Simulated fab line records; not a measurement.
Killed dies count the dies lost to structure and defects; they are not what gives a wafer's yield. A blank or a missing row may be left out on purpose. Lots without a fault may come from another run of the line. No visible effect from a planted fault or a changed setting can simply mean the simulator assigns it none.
Chamber matching -- flow nand-harc -- rie-diel-01 running NHARC_A_CONTACT_DESCUM_13: 4 sister chambers
The step chemistry O2, time 3 s. 7 wafers are shown with their chamber, then 7 later ones without.

## WAFERS PAIRED WITH THEIR CHAMBERS
wafer,chamber,showerhead-plenum-p-Torr (Torr),drypump-motor-current-A (A)
L762.2,0,1.86,5.3
L764.1,1,1.90,5.4
L764.4,2,2.04,5.7
L766.3,2,2.04,5.7
L766.5,3,1.79,5.9
L775.2,3,1.79,5.8
L775.4,1,1.89,5.5

## WAFERS WHOSE CHAMBER IS MISSING
wafer,showerhead-plenum-p-Torr (Torr),drypump-motor-current-A (A)
L775.5,1.85,5.4
L774.2,1.85,5.4
L774.4,1.79,5.8
L774.5,1.79,5.8
L781.2,1.84,5.4
L781.4,1.88,5.5
L781.6,1.88,5.4

## THE CHAMBER EACH PASSED THROUGH
wafer,from the rows above,in truth
L775.5,0,0
L774.2,0,0
L774.4,3,3
L774.5,3,3
L781.2,0,0
L781.4,1,1
L781.6,can't be placed: 1 or 0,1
Correctly placed: 6 of 7. Unplaceable from these rows: 1, with the true chamber sitting among the candidates in 1. Wrongly placed: 0.
How it was worked out, from the rows above alone: a wafer's distance from a chamber is the root of the sum, over the readings, of the square of ((its reading less the chamber's mean) divided by the reading's scatter). If the next closest chamber is less than 2 further off than the closest, the wafer can't be placed; otherwise it belongs to the closest. For every chamber, the mean is computed from those of its wafers that are shown. The scatter: take each reading less its chamber's mean, square it, sum over the shown wafers, divide by the number of wafers less the number of chambers, and take the root.
